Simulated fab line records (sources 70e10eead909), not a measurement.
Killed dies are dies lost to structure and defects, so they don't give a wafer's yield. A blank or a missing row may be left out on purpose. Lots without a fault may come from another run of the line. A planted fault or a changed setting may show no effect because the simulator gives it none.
Matching of chambers || flow nand harc || NHARC_P_GATE_ETCH_104 on rie diel-07: 4 sister chambers
The step etches the open film in CF4/CHF3, target depth 60 nm. 14 wafers are shown with their chamber, then 7 later ones without.

== WAFERS WITH THEIR CHAMBER ==
{"wafer": "L491.2", "chamber": 3, "rf vpp V (V)": 372.7, "oes product au (a.u.)": 0.973, "throttle valve pct (%)": 16.811}
{"wafer": "L491.3", "chamber": 0, "rf vpp V (V)": 371.6, "oes product au (a.u.)": 0.968, "throttle valve pct (%)": 16.807}
{"wafer": "L491.4", "chamber": 1, "rf vpp V (V)": 368.8, "oes product au (a.u.)": 0.959, "throttle valve pct (%)": 16.789}
{"wafer": "L497.1", "chamber": 0, "rf vpp V (V)": 372.1, "oes product au (a.u.)": 0.963, "throttle valve pct (%)": 16.804}
{"wafer": "L497.2", "chamber": 1, "rf vpp V (V)": 369.3, "oes product au (a.u.)": 0.984, "throttle valve pct (%)": 16.802}
{"wafer": "L497.4", "chamber": 3, "rf vpp V (V)": 372.9, "oes product au (a.u.)": 0.952, "throttle valve pct (%)": 16.791}
{"wafer": "L503.1", "chamber": 3, "rf vpp V (V)": 373.6, "oes product au (a.u.)": 0.953, "throttle valve pct (%)": 16.802}
{"wafer": "L503.3", "chamber": 0, "rf vpp V (V)": 370.9, "oes product au (a.u.)": 0.964, "throttle valve pct (%)": 16.817}
{"wafer": "L503.4", "chamber": 1, "rf vpp V (V)": 368.6, "oes product au (a.u.)": 0.968, "throttle valve pct (%)": 16.806}
{"wafer": "L505.1", "chamber": 2, "rf vpp V (V)": 372.7, "oes product au (a.u.)": 0.977, "throttle valve pct (%)": 16.802}
{"wafer": "L505.3", "chamber": 1, "rf vpp V (V)": 367.4, "oes product au (a.u.)": 0.976, "throttle valve pct (%)": 16.790}
{"wafer": "L505.5", "chamber": 3, "rf vpp V (V)": 372.7, "oes product au (a.u.)": 0.955, "throttle valve pct (%)": 16.802}
{"wafer": "L510.1", "chamber": 1, "rf vpp V (V)": 368.4, "oes product au (a.u.)": 0.970, "throttle valve pct (%)": 16.795}
{"wafer": "L510.2", "chamber": 0, "rf vpp V (V)": 371.3, "oes product au (a.u.)": 0.960, "throttle valve pct (%)": 16.819}

SIGNATURES (means of the wafers above)
{"reading": "rf vpp V", "chamber 0": 371.475, "chamber 1": 368.500, "chamber 2": 372.700, "chamber 3": 372.975, "scatter within a chamber": 0.572}
{"reading": "oes product au", "chamber 0": 0.96375, "chamber 1": 0.97140, "chamber 2": 0.97700, "chamber 3": 0.95825, "scatter within a chamber": 0.00821}
{"reading": "throttle valve pct", "chamber 0": 16.81175, "chamber 1": 16.79640, "chamber 2": 16.80200, "chamber 3": 16.80150, "scatter within a chamber": 0.00765}
Rule: a wafer lies at a distance from a chamber equal to the root of the sum of squares, over the readings, of (its reading less the chamber's mean, divided by the reading's scatter). If the next closest chamber is less than 2 further off than the closest, the wafer can't be placed; otherwise it belongs to the closest. How the scatter is found: for the shown wafers, subtract from each reading the mean of its chamber, square and add these, divide the total by (wafers less chambers), then take the root.

== WAFERS WITH NO CHAMBER GIVEN ==
{"wafer": "L510.5", "rf vpp V (V)": 371.2, "oes product au (a.u.)": 0.975, "throttle valve pct (%)": 16.806}
{"wafer": "L509.1", "rf vpp V (V)": 371.8, "oes product au (a.u.)": 0.959, "throttle valve pct (%)": 16.801}
{"wafer": "L509.4", "rf vpp V (V)": 373.0, "oes product au (a.u.)": 0.975, "throttle valve pct (%)": 16.793}
{"wafer": "L509.6", "rf vpp V (V)": 373.2, "oes product au (a.u.)": 0.963, "throttle valve pct (%)": 16.794}
{"wafer": "L511.1", "rf vpp V (V)": 374.4, "oes product au (a.u.)": 0.966, "throttle valve pct (%)": 16.803}
{"wafer": "L511.3", "rf vpp V (V)": 371.7, "oes product au (a.u.)": 0.954, "throttle valve pct (%)": 16.807}
{"wafer": "L511.6", "rf vpp V (V)": 371.6, "oes product au (a.u.)": 0.967, "throttle valve pct (%)": 16.810}

== WHICH CHAMBER EACH WENT THROUGH ==
{"wafer": "L510.5", "from the rows above": "can't be placed: 0 or 2", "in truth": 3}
{"wafer": "L509.1", "from the rows above": "can't be placed: 0 or 3 or 2", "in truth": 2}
{"wafer": "L509.4", "from the rows above": "can't be placed: 2 or 3", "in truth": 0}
{"wafer": "L509.6", "from the rows above": "can't be placed: 3 or 2", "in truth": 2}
{"wafer": "L511.1", "from the rows above": "can't be placed: 3 or 2", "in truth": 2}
{"wafer": "L511.3", "from the rows above": "can't be placed: 0 or 3 or 2", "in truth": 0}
{"wafer": "L511.6", "from the rows above": "can't be placed: 0 or 2", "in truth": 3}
0 of 7 placed correctly. Cannot be placed on the basis of these rows: 7; the candidates contain the true chamber in 4. 0 placed wrongly.
